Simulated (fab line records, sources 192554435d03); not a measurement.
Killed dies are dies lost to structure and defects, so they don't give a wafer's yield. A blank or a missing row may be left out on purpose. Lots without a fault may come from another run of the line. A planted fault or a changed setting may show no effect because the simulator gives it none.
Chamber matching | flow n5_finfet | N5_BEOL_M2_ETCH_69 on rie_diel-01: 4 sister chambers
The step etches SiARC in CF4, target depth 15.6 nm, time 26 s. 8 wafers are shown with their chamber, then 7 later ones without.

WAFERS WITH THEIR CHAMBER
wafer  | chamber | drypump_motor_current_A (A) | throttle_valve_pct (%)
L084.2 | 1       | 5.7                         | 15.81
L084.4 | 0       | 6.2                         | 16.07
L084.5 | 3       | 5.4                         | 15.25
L085.1 | 2       | 5.3                         | 15.45
L085.3 | 1       | 5.6                         | 15.83
L085.5 | 0       | 6.2                         | 16.07
L086.2 | 3       | 5.4                         | 15.25
L086.3 | 2       | 5.2                         | 15.44

WAFERS WITHOUT THEIR CHAMBER
wafer  | drypump_motor_current_A (A) | throttle_valve_pct (%)
L086.6 | 6.2                         | 16.07
L089.1 | 5.7                         | 15.85
L089.5 | 5.3                         | 15.45
L089.6 | 5.3                         | 15.25
L096.1 | 5.4                         | 15.31
L096.4 | 5.2                         | 15.50
L096.5 | 5.4                         | 15.29

WHICH CHAMBER EACH WENT THROUGH
wafer  | from the rows above | in truth
L086.6 | 0                   | 0
L089.1 | 1                   | 1
L089.5 | 2                   | 2
L089.6 | 3                   | 3
L096.1 | 3                   | 3
L096.4 | 2                   | 2
L096.5 | 3                   | 3
Placed correctly: 7 of 7. Can't be placed from these rows: 0. Placed wrongly: 0.
How it was worked out, from the rows above alone: a wafer's distance from a chamber is the root of the sum, over the readings, of the square of ((its reading less the chamber's mean) divided by the reading's scatter). The wafer belongs to the nearest chamber; if the next one is less than 2 further off, it can't be placed. A chamber's mean is the mean of its shown wafers. The scatter: the root of (the sum of the squares of (reading less its chamber's mean) over the shown wafers, divided by (wafers less chambers)).
